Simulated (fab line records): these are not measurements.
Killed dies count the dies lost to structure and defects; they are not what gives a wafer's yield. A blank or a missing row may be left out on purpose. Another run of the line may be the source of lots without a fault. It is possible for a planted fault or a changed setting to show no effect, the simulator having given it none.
fab line records -- flow n5Finfet
record lots=4, wafers=12, lastDay=18
route steps=1938 shown BEOL_M4@1099 BEOL_M5@1112 PASSIVATION@1936
lots that met no fault: from a run of the same line without faults
startH: hours from the record's opening day to when the first of the lot's shown wafers began -- waitH: time in hours since the lot's previous step -- " identical to the entry in the row above -- L1.1+2: several wafers, shown together as one row -- - no value present, or no start provided -- * or withheld: withheld -- < > ~ a bound
route shown NAME@n: a module of which the file shows steps, and the number in the route of the first -- usual: mean/standard deviation of fault-free wafers -- same: alike in all rows -- chamber/n: place in a boat -- sites: readings site by site -- _std_site: the values' standard deviation -- _edge_site: mean of outer sites minus mean of inner sites -- radiusMm: how far each site lies from the wafer's centre -- mask NAME#n: copy n -- behind: tool/chamber where the wafer was last shaped -- hold: why the lot was held/for how many hours/how that ended -- device: the n, p or np transistor that did not switch -- end of line: the route-end tests of the same wafers -- a step without rows: its recipe alone -- killed: count of dies lost to structure and defects at first sort (not the wafer's yield) -- map: a wafer's dies, marking killed ones x, the rest . and places with no die _
set.NAME: the setting that was run; set.NAME@STEP: the one run at that earlier step -- model.NAME: the simulator's own value behind a step, which no gauge read
lots at some steps of the route; a table a step, a row a wafer
services: from which hour (startH, from the record's first day; less than 0 if before it) a tool's chamber was out of use, for how many hours, and why
## steps
# step N5_BEOL_M4_ANNEAL_95
# recipe tempC=400, timeS=240, ambient=vacuum
# step N5_BEOL_M4_SPUTTER_96
# recipe material=Cu, targetThkA=45, tempC=-20, chamberPressurePa=0.07, powerW=withheld, timeS=8.29
# step N5_BEOL_M4_ECD_50
# recipe material=Cu, targetThkA=3000
# step N5_BEOL_M4_ANNEAL_51
# recipe tempC=225, timeS=90, ambient=N2
# step N5_BEOL_M4_CMP_52
# recipe stopOn=SiOC, tOverpolishS=6.8, downForcePsi=1, platenRpm=50, clearingPlatenDownForcePsi=1.5, clearingPlatenRpm=50, postCmpClean=cuAlkaline, targetThkNm=40, clearingPlatenPadVelocityMS=0.99484, padVelocityMS=0.99484
# step N5_BEOL_M4_PRE_CLEAN_60
# recipe gas=NH3/H2, timeS=15, tempC=*, rfPowerW=300
# step N5_BEOL_M4_CO_CAP_55
# recipe material=Co, targetThkA=20, tempC=200, precursor=CCTBA/H2, pressureTorr=30, timeS=102.1
# step N5_BEOL_M4_PRE_CLEAN_56
# recipe gas=NH3, timeS=15, tempC=withheld, rfPowerW=300
# step N5_BEOL_M4_DEP_57
# recipe material=SiCN, targetThkA=80, tempC=withheld, precursor=3MS/NH3, pressureTorr=3, rfW=202, timeS=14
# step N5_BEOL_M4_RC_MEAS_101
# usual DIBL_N=36.5/2, DIBL_P=36.5/2.3, IOFF_N=0.16/0.036, IOFF_P=0.21/0.037, ION_N=672/12, ION_P=459/7.1, SS_N=71.6/0.73, SS_P=73.4/0.76, VT_N=250/3.3, VT_P=-250.5/2.9
lot.wafer,tool,chamber,startH,waitH,DIBL_N[mV/V],DIBL_P[mV/V],IOFF_N[nA/um],IOFF_P[nA/um],ION_N[uA/um],ION_P[uA/um],SS_N[mV/dec],SS_P[mV/dec],VT_N[mV],VT_P[mV]
L527.1,prober-02,0,229.43,0.0,35.0,35.5,0.13,0.18,672,459,71.7,72.7,250,-250.2
L527.3,prober-02,0,229.43,0.0,32.3,32.5,0.11,0.15,662,457,71.0,72.0,253,-253.1
L527.5,prober-02,0,229.43,0.0,35.6,37.0,0.16,0.22,679,464,71.3,73.5,247,-247.0
L538.1,prober-02,0,297.75,0.0,35.9,35.4,0.14,0.17,673,456,71.2,73.2,253,-256.2
L538.2,prober-02,0,297.75,0.0,36.1,36.0,0.13,0.18,663,453,71.7,72.7,254,-255.0
L538.5,prober-02,0,297.75,0.0,37.2,37.3,0.16,0.20,682,459,71.3,73.0,251,-253.5
L540.1,prober-01,0,309.25,0.0,37.3,40.0,0.21,0.28,689,471,71.6,74.9,245,-244.4
L540.4,prober-01,0,309.25,0.0,38.8,39.3,0.26,0.27,668,460,73.0,74.5,246,-246.3
L540.6,prober-01,0,309.25,0.0,36.9,38.2,0.20,0.26,683,466,71.9,73.5,247,-247.0
L541.2,prober-01,0,332.22,0.2,41.1,42.9,0.27,0.25,704,461,72.7,75.0,245,-252.2
L541.3,prober-01,0,332.22,0.2,35.5,37.8,0.14,0.19,664,454,71.2,73.7,253,-253.2
L541.6,prober-01,0,332.22,0.2,36.7,38.2,0.16,0.19,677,455,71.6,74.5,251,-254.5
# step N5_BEOL_M5_ILD_DEP_00
# recipe material=SiCOH_lowk, targetThkA=1406.4, tempC=300, precursor=DEMS/porogen, pressureTorr=5, rfW=500, timeS=25.9
# usual heaterPowerW=283/28, showerheadPlenumPTorr=5.736/0.014, throttleValvePct=14.0/0.86
lot.wafer,tool,chamber,startH,waitH,heaterPowerW,showerheadPlenumPTorr,throttleValvePct,model.SiCOH_lowk_of_BEOL_M5_ILD_DEP_00.thkNm
L527.1,pecvd-01,0,230.39,0.8,303,5.735,13.9,138.8
L527.3,pecvd-01,1,230.39,0.8,278,5.752,15.6,141.2
L527.5,pecvd-01,2,230.39,0.8,265,5.715,13.3,141
L538.1,pecvd-01,1,298.71,0.8,249,5.724,15.4,232
L538.2,pecvd-01,0,298.71,0.8,257,5.744,13.8,231.4
L538.5,pecvd-01,2,298.71,0.8,276,5.730,13.2,140.2
L540.1,pecvd-01,1,310.23,0.8,266,5.734,15.5,231
L540.4,pecvd-01,1,310.23,0.8,265,5.727,15.6,141.4
L540.6,pecvd-01,2,310.23,0.8,290,5.726,13.5,233.4
L541.2,pecvd-04,0,333.03,0.7,321,5.760,13.7,139.8
L541.3,pecvd-04,2,333.03,0.7,232,5.732,12.9,140.8
L541.6,pecvd-04,1,333.03,0.7,275,5.714,13.3,142.2
# step N5_BEOL_M5_CURE_79
# recipe tempC=385, timeS=240, ambient=He/Ar, material=SiCOH_lowk
# step N5_BEOL_M5_THK_MEAS_01
# recipe reads=SiCOH_lowk_of_BEOL_M5_ILD_DEP_00
# usual M5_ILD_THK=120.8/1.6
lot.wafer,tool,chamber,startH,waitH,M5_ILD_THK[nm]
L527.1,filmMetro-01,-,230.96,0.4,119.4
L527.3,filmMetro-01,-,230.96,0.4,121.5
L527.5,filmMetro-01,-,230.96,0.4,121.3
L538.1,filmMetro-02,-,299.28,0.4,200.7
L538.2,filmMetro-02,-,299.28,0.4,200.4
L538.5,filmMetro-02,-,299.28,0.4,120.7
L540.1,filmMetro-01,-,310.80,0.4,199.8
L540.4,filmMetro-01,-,310.80,0.4,121.6
L540.6,filmMetro-01,-,310.80,0.4,201.8
L541.2,filmMetro-01,-,333.60,0.4,120.5
L541.3,filmMetro-01,-,333.60,0.4,121.1
L541.6,filmMetro-01,-,333.60,0.4,122.3
# step N5_BEOL_M5_PECVD_70
# recipe material=SiO2, targetThkA=160, tempC=400, precursor=TEOS/O2, pressureTorr=5.5, rfW=450, teosFlowSccm=53.8, gas=O2, flowSccm=3000, timeS=18
# step N5_BEOL_M5_HM_DEP_02
# recipe material=TiN, targetThkA=200, tempC=25, chamberPressurePa=0.49996
# step N5_BEOL_M5_COAT_59
# recipe resist=SOC, tempC=250, timeS=60, spinRpm=1500, resistThkNm=60
# step N5_BEOL_M5_COAT_60
# recipe resist=SiARC, tempC=220, timeS=60, spinRpm=1500, resistThkNm=12
# step N5_BEOL_M5_COAT_71
# recipe resist=underlayer, tempC=205, timeS=60, spinRpm=1500, resistThkNm=5
# step N5_BEOL_M5_COAT_05
# recipe resist=CAR-EUV, spinRpm=1500, resistThkNm=30
# step N5_BEOL_M5_EBR_07
# recipe solvent=PGMEA, ebrWidthMm=1.5
# step N5_BEOL_M5_SOFTBAKE_06
# recipe tempC=110, timeS=60, resist=CAR-EUV
# step N5_BEOL_M5_EXPOSE_08
# recipe maskId=M5, na=0.33, sourceShape=annular, sigmaInner=0.4, sigmaOuter=0.8, polarization=unpolarized, targetCdNm=28, doseMj=35.75
# step N5_BEOL_M5_PEB_09
# recipe pebTempC=100, pebTimeS=60, resist=CAR-EUV
# step N5_BEOL_M5_DEVELOP_10
# recipe developTimeS=30, developer=TMAH, resist=CAR-EUV, rinseLiquid=surfactantRinse, dry=airSpin, devTempC=23
# step N5_BEOL_M5_DESCUM_16
# recipe chemistry=O2, timeS=7, sourcePowerW=50, biasPowerW=20, pressureMtorr=20, rfFrequencyHz=2.712e+07, tempC=40, resist=CAR-EUV, o2FlowSccm=225
# step N5_BEOL_M5_ETCH_72
# recipe chemistry=N2/H2, target=underlayer, targetDepthA=65, maskMaterial=CAR-EUV, timeS=5.2, ionEnergyEv=200, pressureMtorr=30, sourceW=840, biasW=150, n2FlowSccm=200, h2FlowSccm=200, ends=cleared
# step N5_BEOL_M5_ETCH_61
# recipe chemistry=CF4, target=SiARC, targetDepthA=156, maskMaterial=CAR-EUV, timeS=26, ionEnergyEv=80, pressureMtorr=40, sourceW=545, biasW=36, Ar_flow_sccm=100, cf4FlowSccm=100, ends=cleared
# step N5_BEOL_M5_ETCH_62
# recipe chemistry=N2/H2, target=SOC, targetDepthA=750, overetchA=150, maskMaterial=SiARC, tempC=40, timeS=112.5, ionEnergyEv=200, pressureMtorr=30, sourceW=840, biasW=150, n2FlowSccm=200, h2FlowSccm=200
# step N5_BEOL_M5_STRIP_63
# recipe chemistry=N2/H2, tempC=40, n2FlowSccm=200, h2FlowSccm=200, rfFrequencyHz=6e+07
# step N5_BEOL_M5_STRIP_73
# recipe chemistry=N2/H2, tempC=40, n2FlowSccm=200, h2FlowSccm=200, rfFrequencyHz=6e+07
# step N5_BEOL_M5_STRIP_64
# recipe chemistry=CF4, resist=SiARC, powerW=300, biasPowerW=75, pressureMtorr=50, cf4FlowSccm=150, rfFrequencyHz=6e+07
# step N5_BEOL_M5_HM_OPEN_17
# recipe chemistry=Cl2/BCl3, targetDepthA=200, overetchA=60, target=TiN, maskMaterial=SOC, ionEnergyEv=150, pressureMtorr=10, icpW=1000, biasW=126, Cl2_flow_sccm=53.25, bcl3FlowSccm=21.75, Ar_flow_sccm=25
# step N5_BEOL_M5_STRIP_19
# recipe chemistry=O2, powerW=400, tempC=40, pressureMtorr=30, rfFrequencyHz=6e+07, biasPowerW=0, overashFraction=0.2, o2FlowSccm=225
# step N5_BEOL_M5_COAT_65
# recipe resist=SOC, tempC=250, timeS=60, spinRpm=1500, resistThkNm=60
# step N5_BEOL_M5_COAT_66
# recipe resist=SiARC, tempC=220, timeS=60, spinRpm=1500, resistThkNm=12
# step N5_BEOL_M5_CMP_52
# recipe stopOn=SiCOH_lowk, tOverpolishS=6.9, downForcePsi=1, platenRpm=50, clearingPlatenDownForcePsi=1.5, clearingPlatenRpm=50, postCmpClean=cuAlkaline, targetThkNm=62, clearingPlatenPadVelocityMS=0.99484, padVelocityMS=0.99484
# usual clearingPlatenDownForcePsi=1.500/0.0031, motorCurrentA=6.3/0.55, platenRpm=50.00/0.037, retainingRingPressureFrac=1.000/0.0044
lot.wafer,tool,chamber,startH,waitH,clearingPlatenDownForcePsi,motorCurrentA,platenRpm,retainingRingPressureFrac,model.SiCOH_lowk_of_BEOL_M5_ILD_DEP_00.thkNm
L527.1,cmp-01,2,241.51,0.3,1.492,6.1,50.04,1.007,116.4
L527.3,cmp-01,0,241.51,0.3,1.497,5.1,50.04,1.001,118.6
L527.5,cmp-01,2,241.51,0.3,1.496,6.4,50.03,1.005,118.4
L538.1,cmp-04,1,310.54,0.3,1.493,5.5,49.99,1.007,197.6
L538.2,cmp-04,2,310.54,0.3,1.502,6.5,50.05,0.998,197.2
L538.5,cmp-04,0,310.54,0.3,1.508,6.7,50.07,1.003,117.6
L540.4,cmp-03,3,324.96,0.1,1.501,6.9,49.99,1.003,118.6
L540.1,cmp-03,0,324.96,0.1,1.501,5.8,49.98,0.994,196.8
L540.6,cmp-03,0,324.96,0.1,1.498,5.9,50.01,0.997,198.8
L541.3,cmp-03,0,343.66,0.2,1.498,6.1,49.95,1.001,118.2
L541.2,cmp-03,1,343.66,0.2,1.505,6.4,50.03,0.994,117.4
L541.6,cmp-03,1,343.66,0.2,1.501,6.6,50.01,0.998,119.4
# step N5_PASSIVATION_PROBE_49
# usual defectLimitedYield=91.4/1.4, killed_at_M0_to_M3=33/11, killed_at_M4_up=13/5.3, killedAtContacts=13/6.1, killedAtFrontEnd=40/11, killedAtOther=2.9/2.7, killedDies=102/17, killedOnRim=14/4.2, killedOpen=68/13, killedShort=32/7.5, sort_bin_4_leakage=0.00/0.022, sort_bin_5_function=5.1/0.98, sort_bin_6_memory=3.2/0.69, sortNPass=1077/21, sortYieldPct=91.3/1.7
# same grossDies=1180, killedAtBackSide=0, sort_bin_8_speed[%]=0
lot.wafer,tool,chamber,startH,waitH,defectLimitedYield[%],killed_at_M0_to_M3,killed_at_M4_up,killedAtContacts,killedAtFrontEnd,killedAtOther,killedDies,killedOnRim,killedOpen,killedShort,sort_bin_4_leakage[%],sort_bin_5_function[%],sort_bin_6_memory[%],sortNPass,sortYieldPct[%]
L527.1,prober-01,-,349.32,0.0,93.2,23,14,6,36,1,80,11,52,27,0,4.4,2.2,1100,93.2
L527.3,prober-01,-,349.42,0.1,92.9,27,16,14,27,0,84,10,45,33,0,4.4,2.5,1096,92.9
L527.5,prober-01,-,349.52,0.2,95.0,22,3,3,30,1,59,7,34,24,0,2.8,2.0,1121,95.0
L538.1,prober-01,-,408.97,0.0,0,33,1099,18,21,9,1180,152,68,22,0,96.9,3.1,0,0
L538.2,prober-01,-,409.02,0.1,0,53,1074,16,33,4,1180,152,84,30,0,95.6,4.2,0,0
L538.5,prober-01,-,409.17,0.2,90.4,45,20,21,26,1,113,11,82,28,0,6.1,3.3,1067,90.4
L540.1,prober-02,-,419.58,0.0,0,13,1098,9,51,9,1180,152,76,29,0,96.6,3.1,0,0
L540.4,prober-02,-,419.73,0.2,91.1,24,21,11,43,6,105,18,62,40,0,4.7,3.6,1075,91.1
L540.6,prober-02,-,419.83,0.3,0,28,1096,9,43,4,1180,152,76,29,0,96.7,3.1,0,0
# killed by level:class
L527.1 STI_FIN_REVEAL:geometricParticle:open=13 BEOL_M0_SAQP:geometricParticle:short=9 DUMMY_GATE:geometricParticle:open=8 FIN_SAQP:geometricParticle:short=5 MOL_CONTACT_COAG:geometricParticle:open=5 BEOL_M0_SAQP:geometricParticle:open=4 BEOL_M2:geometricParticle:open=4 BEOL_M8:geometricParticle:open=4
L527.3 BEOL_M0_SAQP:geometricParticle:short=10 MOL_CONTACT_COAG:geometricParticle:open=7 MOL_CONTACT_COAG:geometricParticle:short=7 BEOL_M4:geometricParticle:open=7 FIN_SAQP:geometricParticle:open=6 STI_FIN_REVEAL:geometricParticle:open=6 BEOL_M0_SAQP:geometricParticle:open=6 FIN_SAQP:geometricParticle:short=4
L527.5 FIN_SAQP:geometricParticle:short=9 BEOL_M0_SAQP:geometricParticle:open=6 STARTING-WAFER:geometricParticle:short=5 FIN_SAQP:geometricParticle:open=4 BEOL_M1:geometricParticle:open=4 DUMMY_GATE:geometricParticle:open=3 MOL_CONTACT_COAG:geometricParticle:open=3 BEOL_M2:geometricParticle:open=3
L538.1 BEOL_M5:areaEtch=1090 MOL_CONTACT_COAG:geometricParticle:open=17 STI_FIN_REVEAL:geometricParticle:open=9 BEOL_M0_SAQP:geometricParticle:open=9 BEOL_M0_SAQP:geometricParticle:short=6 PASS1_CAP:geometricParticle:open=6 BEOL_M1:geometricParticle:open=5 BEOL_M2:geometricParticle:open=4
L538.2 BEOL_M5:areaEtch=1065 BEOL_M2:geometricParticle:open=14 MOL_CONTACT_COAG:geometricParticle:open=12 BEOL_M1:geometricParticle:open=12 STI_FIN_REVEAL:geometricParticle:open=11 BEOL_M0_SAQP:geometricParticle:open=10 BEOL_M0_SAQP:geometricParticle:short=8 DUMMY_GATE:geometricParticle:open=5
L538.5 MOL_CONTACT_COAG:geometricParticle:open=17 BEOL_M4:geometricParticle:open=11 BEOL_M0_SAQP:geometricParticle:short=9 BEOL_M1:geometricParticle:open=9 BEOL_M2:geometricParticle:open=8 BEOL_M0_SAQP:geometricParticle:open=7 BEOL_M3:geometricParticle:open=6 STI_FIN_REVEAL:geometricParticle:open=5
L540.1 BEOL_M5:areaEtch=1074 STI_FIN_REVEAL:geometricParticle:open=15 BEOL_M4:geometricParticle:open=14 FIN_SAQP:geometricParticle:open=13 FIN_SAQP:geometricParticle:short=10 MOL_CONTACT_COAG:geometricParticle:open=7 STARTING-WAFER:geometricParticle:open=5 BEOL_M0:geometricParticle:open=4
L540.4 FIN_SAQP:geometricParticle:open=10 FIN_SAQP:geometricParticle:short=10 GATE_CUT:geometricParticle:short=8 BEOL_M0_SAQP:geometricParticle:open=7 MOL_CONTACT_COAG:geometricParticle:short=6 BEOL_M0:geometricParticle:open=6 BEOL_M4:geometricParticle:open=6 MOL_CONTACT_COAG:geometricParticle:open=5
L540.6 BEOL_M5:areaEtch=1075 FIN_SAQP:geometricParticle:open=12 FIN_SAQP:geometricParticle:short=10 BEOL_M4:geometricParticle:open=10 MOL_CONTACT_COAG:geometricParticle:open=8 BEOL_M1:geometricParticle:open=7 BEOL_M0:geometricParticle:open=6 GATE_CUT:geometricParticle:short=5
# map L538.1 (x killed, . not)
_________________xxxxxxxxxxxx________________
______________xxxxxxxxxxxxxxxxxx_____________
___________xxxxxxxxxxxxxxxxxxxxxxxx__________
__________xxxxxxxxxxxxxxxxxxxxxxxxxx_________
________xxxxxxxxxxxxxxxxxxxxxxxxxxxxxx_______
_______xxxxxxxxxxxxxxxxxxxxxxxxxxxxxxxx______
______xxxxxxxxxxxxxxxxxxxxxxxxxxxxxxxxxx_____
_____xxxxxxxxxxxxxxxxxxxxxxxxxxxxxxxxxxxx____
____xxxxxxxxxxxxxxxxxxxxxxxxxxxxxxxxxxxxxx___
___xxxxxxxxxxxxxxxxxxxxxxxxxxxxxxxxxxxxxxxx__
___xxxxxxxxxxxxxxxxxxxxxxxxxxxxxxxxxxxxxxxx__
__xxxxxxxxxxxxxxxxxxxxxxxxxxxxxxxxxxxxxxxxxx_
__xxxxxxxxxxxxxxxxxxxxxxxxxxxxxxxxxxxxxxxxxx_
_xxxxxxxxxxxxxxxxxxxxxxxxxxxxxxxxxxxxxxxxxxxx
_xxxxxxxxxxxxxxxxxxxxxxxxxxxxxxxxxxxxxxxxxxxx
_xxxxxxxxxxxxxxxxxxxxxxxxxxxxxxxxxxxxxxxxxxxx
_xxxxxxxxxxxxxxxxxxxxxxxxxxxxxxxxxxxxxxxxxxxx
_xxxxxxxxxxxxxxxxxxxxxxxxxxxxxxxxxxxxxxxxxxxx
_xxxxxxxxxxxxxxxxxxxxxxxxxxxxxxxxxxxxxxxxxxxx
_xxxxxxxxxxxxxxxxxxxxxxxxxxxxxxxxxxxxxxxxxxxx
_xxxxxxxxxxxxxxxxxxxxxxxxxxxxxxxxxxxxxxxxxxxx
__xxxxxxxxxxxxxxxxxxxxxxxxxxxxxxxxxxxxxxxxxx_
__xxxxxxxxxxxxxxxxxxxxxxxxxxxxxxxxxxxxxxxxxx_
___xxxxxxxxxxxxxxxxxxxxxxxxxxxxxxxxxxxxxxxx__
___xxxxxxxxxxxxxxxxxxxxxxxxxxxxxxxxxxxxxxxx__
____xxxxxxxxxxxxxxxxxxxxxxxxxxxxxxxxxxxxxx___
_____xxxxxxxxxxxxxxxxxxxxxxxxxxxxxxxxxxxx____
______xxxxxxxxxxxxxxxxxxxxxxxxxxxxxxxxxx_____
_______xxxxxxxxxxxxxxxxxxxxxxxxxxxxxxxx______
________xxxxxxxxxxxxxxxxxxxxxxxxxxxxxx_______
__________xxxxxxxxxxxxxxxxxxxxxxxxxx_________
___________xxxxxxxxxxxxxxxxxxxxxxxx__________
______________xxxxxxxxxxxxxxxxxx_____________
_________________xxxxxxxxxxxx________________
# map L540.1 (x killed, . not)
_________________xxxxxxxxxxxx________________
______________xxxxxxxxxxxxxxxxxx_____________
___________xxxxxxxxxxxxxxxxxxxxxxxx__________
__________xxxxxxxxxxxxxxxxxxxxxxxxxx_________
________xxxxxxxxxxxxxxxxxxxxxxxxxxxxxx_______
_______xxxxxxxxxxxxxxxxxxxxxxxxxxxxxxxx______
______xxxxxxxxxxxxxxxxxxxxxxxxxxxxxxxxxx_____
_____xxxxxxxxxxxxxxxxxxxxxxxxxxxxxxxxxxxx____
____xxxxxxxxxxxxxxxxxxxxxxxxxxxxxxxxxxxxxx___
___xxxxxxxxxxxxxxxxxxxxxxxxxxxxxxxxxxxxxxxx__
___xxxxxxxxxxxxxxxxxxxxxxxxxxxxxxxxxxxxxxxx__
__xxxxxxxxxxxxxxxxxxxxxxxxxxxxxxxxxxxxxxxxxx_
__xxxxxxxxxxxxxxxxxxxxxxxxxxxxxxxxxxxxxxxxxx_
_xxxxxxxxxxxxxxxxxxxxxxxxxxxxxxxxxxxxxxxxxxxx
_xxxxxxxxxxxxxxxxxxxxxxxxxxxxxxxxxxxxxxxxxxxx
_xxxxxxxxxxxxxxxxxxxxxxxxxxxxxxxxxxxxxxxxxxxx
_xxxxxxxxxxxxxxxxxxxxxxxxxxxxxxxxxxxxxxxxxxxx
_xxxxxxxxxxxxxxxxxxxxxxxxxxxxxxxxxxxxxxxxxxxx
_xxxxxxxxxxxxxxxxxxxxxxxxxxxxxxxxxxxxxxxxxxxx
_xxxxxxxxxxxxxxxxxxxxxxxxxxxxxxxxxxxxxxxxxxxx
_xxxxxxxxxxxxxxxxxxxxxxxxxxxxxxxxxxxxxxxxxxxx
__xxxxxxxxxxxxxxxxxxxxxxxxxxxxxxxxxxxxxxxxxx_
__xxxxxxxxxxxxxxxxxxxxxxxxxxxxxxxxxxxxxxxxxx_
___xxxxxxxxxxxxxxxxxxxxxxxxxxxxxxxxxxxxxxxx__
___xxxxxxxxxxxxxxxxxxxxxxxxxxxxxxxxxxxxxxxx__
____xxxxxxxxxxxxxxxxxxxxxxxxxxxxxxxxxxxxxx___
_____xxxxxxxxxxxxxxxxxxxxxxxxxxxxxxxxxxxx____
______xxxxxxxxxxxxxxxxxxxxxxxxxxxxxxxxxx_____
_______xxxxxxxxxxxxxxxxxxxxxxxxxxxxxxxx______
________xxxxxxxxxxxxxxxxxxxxxxxxxxxxxx_______
__________xxxxxxxxxxxxxxxxxxxxxxxxxx_________
___________xxxxxxxxxxxxxxxxxxxxxxxx__________
______________xxxxxxxxxxxxxxxxxx_____________
_________________xxxxxxxxxxxx________________
## services
tool,chamber,startH,hours,kind
pecvd-01,0,214.42,5.7,repair
cmp-04,-,234.55,4.6,pm
pecvd-04,0,237.60,2.1,scheduledDown
cmp-03,-,238.57,4.0,pm
cmp-03,-,242.57,-,consumableReplace:conditioner
cmp-03,-,242.57,-,consumableReplace:pad
cmp-01,-,263.32,4.0,pm
cmp-01,-,267.32,-,consumableReplace:conditioner
cmp-01,-,267.32,-,consumableReplace:pad
cmp-01,-,271.26,0.5,repair
cmp-01,-,273.23,6.1,pm
pecvd-04,2,294.41,2.1,scheduledDown
cmp-01,-,338.09,1.4,repair
cmp-04,-,339.24,4.0,pm
pecvd-04,-,343.24,1.7,repair
cmp-04,-,343.24,-,consumableReplace:conditioner
cmp-04,-,343.24,-,consumableReplace:pad
## key
firstSign step=N5_BEOL_M5_THK_MEAS_01, reading=M5_ILD_THK, direction=up, sigmas=51, usual=120.8, struck=200.7
effect step=N5_PASSIVATION_PROBE_49, reading=killed_at_M4_up, direction=up, sigmas=99+, usual=13, struck=1092
modelEffect step=N5_BEOL_M5_ILD_DEP_00, value=SiCOH_lowk_of_BEOL_M5_ILD_DEP_00.thkNm, without=139.4, struck=231.9
modelEffect step=N5_BEOL_M5_CMP_52, value=SiCOH_lowk_of_BEOL_M5_ILD_DEP_00.thkNm, without=116.9, struck=197.6
moreKillsBornAt N5_BEOL_M5_ETCH_41@rieDiel-03=4304
metAt N5_BEOL_M5_ILD_DEP_00
struckWafers L538.1,L538.2,L540.1,L540.6
laterRowsLeftOut L538.1,L538.2,L540.1,L540.6
onsetBetween 230.39 298.71
fault kind=processParameterDrift, tool=pecvd-01, chamber=-, onsetH=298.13, steps=N5_BEOL_M5_ILD_DEP_00, channel=timeS, offset=*, shape=step, endH=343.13, scope=struckWafersOnly, actsIn=*, stated=*
# laterRowsLeftOut: the simulator's readings of these wafers behind a module that went badly wrong aren't trusted and aren't shown, but for the sort
